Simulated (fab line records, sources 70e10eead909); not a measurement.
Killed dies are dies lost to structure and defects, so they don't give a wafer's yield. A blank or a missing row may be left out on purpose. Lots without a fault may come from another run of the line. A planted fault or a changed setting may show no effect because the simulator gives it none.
fab line records | flow nand_harc
record lots=13 wafers=39 last_day=33
route steps=1302 shown A_STAIRCASE@876 A_SGD_CUT@896 END@1302
lots that met no fault: from a run of the same line without faults
start_h: hours from the record's first day to the start of the lot's first wafer shown | wait_h: hours since the lot's step before | " the same as in the row above | L1.1+2: a row that stands for several wafers | - no value, or no start given | * or withheld: withheld | < > ~ a bound
route shown NAME@n: a module of which the file shows steps, and the number in the route of the first | usual: mean/standard deviation of fault-free wafers | same: alike in all rows | chamber/n: place in a boat | sites: the reading at each site | _std_site: their standard deviation | _edge_site: outer sites' mean less inner sites' | radius_mm: how far each site lies from the wafer's centre | mask NAME#n: copy n | behind: the tool/chamber that last shaped the wafer | hold: why the lot was held/for how many hours/how that ended | device: the transistor (n, p or np) that didn't switch | end of line: the same wafers' tests at the end of the route | a step without rows: its recipe alone | killed: dies lost to structure and defects at the first sort, not the wafer's yield | map: a wafer's dies, x killed, . not, _ none there
set.NAME: the setting as run; set.NAME@STEP: as run at that earlier step | model.NAME: the simulator's own value behind a step, which no gauge read
steps of the route over a sample of lots; a table a step, a row a wafer
services: from which hour (start_h, from the record's first day; less than 0 if before it) a tool's chamber was out of use, for how many hours, and why
## steps
# step NHARC_A_STAIRCASE_CMP_450
# recipe target_thk_nm=200 material=SiO2
# usual edge_zone_pressure_frac=0.999/0.0049 motor_current_A=12.1/0.98 pad_life_wafers=185/110
# columns lot.wafer tool chamber start_h wait_h edge_zone_pressure_frac motor_current_A pad_life_wafers
L987.3 cmp-02 2 441.95 - 0.995 11.7 20
L987.4 " 3 " " 0.998 12.1 21
L987.5 " 0 " " 0.997 12.8 -
L988.3 cmp-04 3 444.89 - 1.008 11.2 140
L988.1 " 0 " " 1.000 11.1 141
L988.5 " 2 " " 0.995 12.7 -
L994.2 cmp-01 2 538.53 - 1.003 10.7 241
L994.4 " 3 " " 0.992 13.1 242
L994.5 " 2 " " 0.996 10.8 -
L997.2 cmp-04 3 548.68 - 0.999 11.2 165
L997.5 " 0 " " 0.999 11.5 -
L997.6 " 1 " " 0.992 13.6 -
L999.1 cmp-02 2 560.15 - 0.991 11.7 102
L999.2 " 1 " " 1.007 11.8 105
L999.5 " 2 " " 0.991 11.4 -
L101.3 cmp-04 1 589.03 - 0.996 14.5 348
L101.2 " 0 " " 1.000 11.6 351
L101.6 " 2 " " 0.990 13.5 -
L102.4 cmp-01 3 599.99 - 1.006 12.3 72
L102.2 " 2 " " 1.000 10.9 75
L102.6 " 3 " " 0.999 13.0 -
L105.4 cmp-02 2 617.47 - 1.002 10.9 318
L105.2 " 0 " " 1.002 12.9 320
L105.1 " 1 " " 1.000 11.9 321
L106.4 cmp-01 0 625.64 - 1.004 10.8 168
L106.5 " 0 " " 0.999 10.8 -
L106.6 " 1 " " 1.006 11.7 -
L107.2 cmp-02 3 644.71 - 0.996 12.0 48
L107.6 " 3 " " 1.002 13.2 -
L107.5 " 0 " " 1.006 13.2 -
L108.1 cmp-04 0 645.00 - 1.008 11.7 132
L108.2 " 3 " " 1.004 11.2 135
L108.6 " 0 " " 1.004 11.3 -
L110.3 cmp-01 1 659.46 - 0.997 11.8 330
L110.4 " 2 " " 0.998 11.2 331
L110.1 " 3 " " 0.990 12.5 332
L109.1 cmp-02 1 659.74 - 1.000 12.0 120
L109.2 " 0 " " 0.998 12.0 123
L109.5 " 1 " " 1.001 12.6 -
# step NHARC_A_STAIRCASE_CMP_472
# recipe material=SiO2
# usual edge_zone_pressure_frac=1.000/0.005 motor_current_A=12.0/1 pad_life_wafers=200/93
# columns lot.wafer tool chamber start_h wait_h edge_zone_pressure_frac motor_current_A pad_life_wafers
L987.4 cmp-04 1 443.49 0.1 0.999 14.2 132
L987.3 " 2 " " 0.996 12.3 133
L987.5 " 2 " " 1.004 12.8 -
L988.1 cmp-04 1 446.37 0.2 0.995 14.0 150
L988.3 " 0 " " 1.005 11.4 153
L988.5 " 1 " " 0.994 14.3 -
L994.2 cmp-04 1 540.14 0.2 0.998 14.4 127
L994.4 " 2 " " 1.000 12.8 128
L994.5 " 1 " " 0.989 14.1 -
L997.2 cmp-01 1 550.18 0.2 0.997 11.5 301
L997.5 " 0 " " 0.998 11.3 -
L997.6 " 1 " " 1.003 11.3 -
L999.1 cmp-02 0 561.61 0.2 0.998 12.4 120
L999.2 " 2 " " 1.003 12.0 122
L999.5 " 0 " " 1.002 12.6 -
L101.2 cmp-01 2 590.54 0.3 0.998 10.4 50
L101.3 " 3 " " 0.999 13.0 51
L101.6 " 1 " " 0.998 11.9 -
L102.4 cmp-04 0 601.46 0.2 0.998 11.5 385
L102.2 " 2 " " 0.990 12.6 387
L102.6 " 0 " " 1.008 11.2 -
L105.2 cmp-04 1 618.94 0.2 1.000 13.5 43
L105.4 " 2 " " 1.004 12.8 44
L105.1 " 3 " " 0.997 11.3 45
L106.4 cmp-01 1 627.15 0.2 0.999 12.1 189
L106.5 " 2 " " 1.006 10.4 -
L106.6 " 3 " " 1.000 12.9 -
L107.2 cmp-01 1 646.24 0.2 1.004 11.0 264
L107.5 " 1 " " 1.005 11.4 -
L107.6 " 2 " " 1.001 10.3 -
L108.2 cmp-04 0 646.48 0.3 0.989 11.0 145
L108.1 " 2 " " 1.007 12.7 147
L108.6 " 0 " " 0.989 11.8 -
L110.3 cmp-04 3 660.97 0.2 1.001 10.5 216
L110.4 " 0 " " 0.995 11.6 217
L110.1 " 2 " " 0.999 12.9 219
L109.1 cmp-02 2 661.21 0.3 0.998 11.3 145
L109.2 " 0 " " 0.997 12.8 147
L109.5 " 1 " " 0.994 11.5 -
# step NHARC_A_SGD_CUT_SOFTBAKE_04
# recipe temp_c=105 time_s=55
# usual heater_power_total_W=188.47/0.15 plate_temp_C=104.99/0.11
# columns lot.wafer tool chamber start_h wait_h heater_power_total_W plate_temp_C
L987.3 litho_track-01 0 444 - 188.33 104.94
L987.4 " 0 " " 188.72 105.13
L987.5 " 0 " " 188.35 105.12
L988.1 litho_track-06 0 447 - 188.31 105.11
L988.3 " 0 " " 188.29 105.01
L988.5 " 0 " " 188.38 105.19
L994.2 litho_track-01 0 540 - 188.63 104.95
L994.4 " 0 " " 188.74 105.09
L994.5 " 0 " " 188.74 105.06
L997.2 litho_track-04 0 550 - 206.41 -
L997.5 " 0 " " 206.33 -
L997.6 " 0 " " 206.34 -
L999.1 litho_track-04 0 562 - 206.37 -
L999.2 " 0 " " 206.65 -
L999.5 " 0 " " 206.43 -
L101.2 litho_track-01 0 591 - 188.73 104.97
L101.3 " 0 " " 188.30 104.81
L101.6 " 0 " " 188.29 105.00
L102.2 litho_track-06 0 602 - 188.74 105.00
L102.4 " 0 " " 188.48 104.98
L102.6 " 0 " " 188.76 105.00
L105.1 litho_track-06 0 619 - 188.39 104.95
L105.2 " 0 " " 188.32 105.05
L105.4 " 0 " " 188.30 104.89
L106.4 litho_track-06 0 627 - 188.52 104.85
L106.5 " 0 " " 188.42 104.92
L106.6 " 0 " " 188.43 104.94
L107.2 litho_track-04 0 646 - 188.42 105.05
L107.5 " 0 " " 188.54 105.06
L107.6 " 0 " " 188.34 104.98
L108.1 litho_track-06 0 647 - 188.26 104.92
L108.2 " 0 " " 188.75 104.88
L108.6 " 0 " " 188.42 104.92
L110.1 litho_track-06 0 661 - 188.48 105.16
L110.3 " 0 " " 188.30 105.08
L110.4 " 0 " " 188.33 105.00
L109.1 litho_track-01 0 661 - 188.78 104.96
L109.2 " 0 " " 188.35 105.20
L109.5 " 0 " " 188.61 105.08
# step NHARC_A_SGD_CUT_INSPECT_11
# usual raw_defect_count=55/30
# columns lot.wafer tool chamber start_h wait_h raw_defect_count
L987.3 defect_inspect-02 - 444.81 0.0 54
L987.4 " - " " 72
L987.5 " - " " 67
L988.1 defect_inspect-02 - 447.63 0.0 57
L988.3 " - " " 49
L988.5 " - " " 53
L994.2 defect_inspect-01 - 541.39 0.0 27
L994.4 " - " " 25
L994.5 " - " " 31
L997.2 defect_inspect-01 - 551.43 0.1 56
L997.5 " - " " 80
L997.6 " - " " 59
L999.1 defect_inspect-01 - 562.86 0.0 91
L999.2 " - " " 76
L999.5 " - " " 82
L101.2 defect_inspect-02 - 591.61 0.0 34
L101.3 " - " " 43
L101.6 " - " " 34
L102.2 defect_inspect-01 - 602.69 0.0 67
L102.4 " - " " 68
L102.6 " - " " 53
L105.1 defect_inspect-02 - 620.16 0.0 15
L105.2 " - " " 16
L105.4 " - " " 19
L106.4 defect_inspect-01 - 628.21 0.0 21
L106.5 " - " " 30
L106.6 " - " " 23
L107.2 defect_inspect-02 - 647.52 0.0 66
L107.5 " - " " 50
L107.6 " - " " 63
L108.1 defect_inspect-02 - 647.71 0.0 12
L108.2 " - " " 5
L108.6 " - " " 6
L110.1 defect_inspect-01 - 662.10 0.0 20
L110.3 " - " " 27
L110.4 " - " " 15
L109.1 defect_inspect-02 - 662.33 0.0 56
L109.2 " - " " 51
L109.5 " - " " 50
# step NHARC_END_SORT_01
# recipe temp_c=25
# usual killed_at_array=59/19 killed_at_other=1.0/1.1 killed_at_periphery=3.8/2.4 killed_dies=64/19 killed_open=3.3/2 killed_short=2.4/1.6
# same gross_dies=677
# columns lot.wafer tool chamber start_h wait_h killed_at_array killed_at_other killed_at_periphery killed_dies killed_open killed_short
L106.4 prober-02 0 755.75 3.4 32 2 2 36 4 3
L106.5 prober-02 0 756.55 3.7 37 1 5 43 3 2
L106.6 prober-02 0 757.36 4.0 37 0 2 39 2 4
# killed by level:class
L106.4 A_SLIT:chamber_film_flake=7 A_CHANNEL_HOLE_D1:chamber_film_flake=6 A_CHANNEL_HOLE_D2:chamber_film_flake=5 A_STAIRCASE:chamber_film_flake=3 A_CHANNEL_FILL_D1:chamber_film_flake=3 A_WL_FILL:geometric_particle:short=2 A_CONTACT:chamber_film_flake=2 THIN_TSV:chamber_film_flake=2
L106.5 A_CHANNEL_HOLE_D1:chamber_film_flake=12 A_STAIRCASE:chamber_film_flake=8 A_CHANNEL_HOLE_D2:chamber_film_flake=5 A_SLIT:chamber_film_flake=4 P_ZERO_WELL:chamber_film_flake=2 P_GATE:chamber_film_flake=2 A_CHANNEL_FILL_D1:chamber_film_flake=2 A_ONON_D1:geometric_particle:short=1
L106.6 A_CHANNEL_HOLE_D1:chamber_film_flake=9 A_CHANNEL_HOLE_D2:chamber_film_flake=9 A_SLIT:chamber_film_flake=9 A_STAIRCASE:chamber_film_flake=3 P_GATE:geometric_particle:open=1 A_ONON_D1:geometric_particle:short=1 A_CHANNEL_HOLE_D1:geometric_particle:short=1 A_CHANNEL_FILL_D2:geometric_particle:short=1
## services
# columns tool chamber start_h hours kind
cmp-02 - 429.19 4.0 pm
cmp-04 - 464.34 0.8 repair
cmp-02 - 473.44 0.5 repair
cmp-02 - 475.33 3.0 repair
cmp-01 - 479.50 4.0 pm
cmp-04 - 504.02 4.0 pm
litho_track-01 - 505.00 7.0 pm
cmp-04 - 508.02 - consumable_replace:conditioner
cmp-04 - 518.93 0.5 repair
cmp-04 - 526.21 3.8 repair
cmp-02 - 527.19 4.0 pm
litho_track-06 - 529.00 7.0 pm
cmp-02 - 537.52 3.7 repair
cmp-02 - 549.53 2.0 repair
litho_track-04 - 553.00 7.0 pm
cmp-01 - 556.14 4.3 repair
cmp-02 - 565.07 0.4 repair
cmp-01 - 577.50 4.0 pm
cmp-02 - 582.80 1.3 repair
cmp-04 - 589.56 1.7 repair
cmp-04 - 602.02 4.0 pm
cmp-02 - 625.19 4.0 pm
cmp-04 - 655.87 0.4 repair
cmp-01 - 661.05 9.4 repair
## key
first_sign step=NHARC_A_SGD_CUT_SOFTBAKE_04 reading=heater_power_total_W direction=up sigmas=99+ usual=* struck=*
effect none on later readings
met_at NHARC_A_SGD_CUT_SOFTBAKE_04
struck_lots L997,L999
tester_left_out L997,L999
not_acting_at NHARC_A_STAIRCASE_CMP_450,NHARC_A_STAIRCASE_CMP_472,NHARC_A_SGD_CUT_INSPECT_11
fault kind=process_parameter_drift tool=litho_track-04 chamber=- onset_h=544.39 steps=NHARC_A_SGD_CUT_SOFTBAKE_04 channel=time_s offset=* shape=step end_h=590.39 acts_in=* stated=*
# tester_left_out: of these lots the tester's yield and bins aren't shown, on N5 and GAA mostly nor the transistor test; their killed dies are dies lost to structure and defects alone, not to doping, threshold or leakage, so they don't give the yield
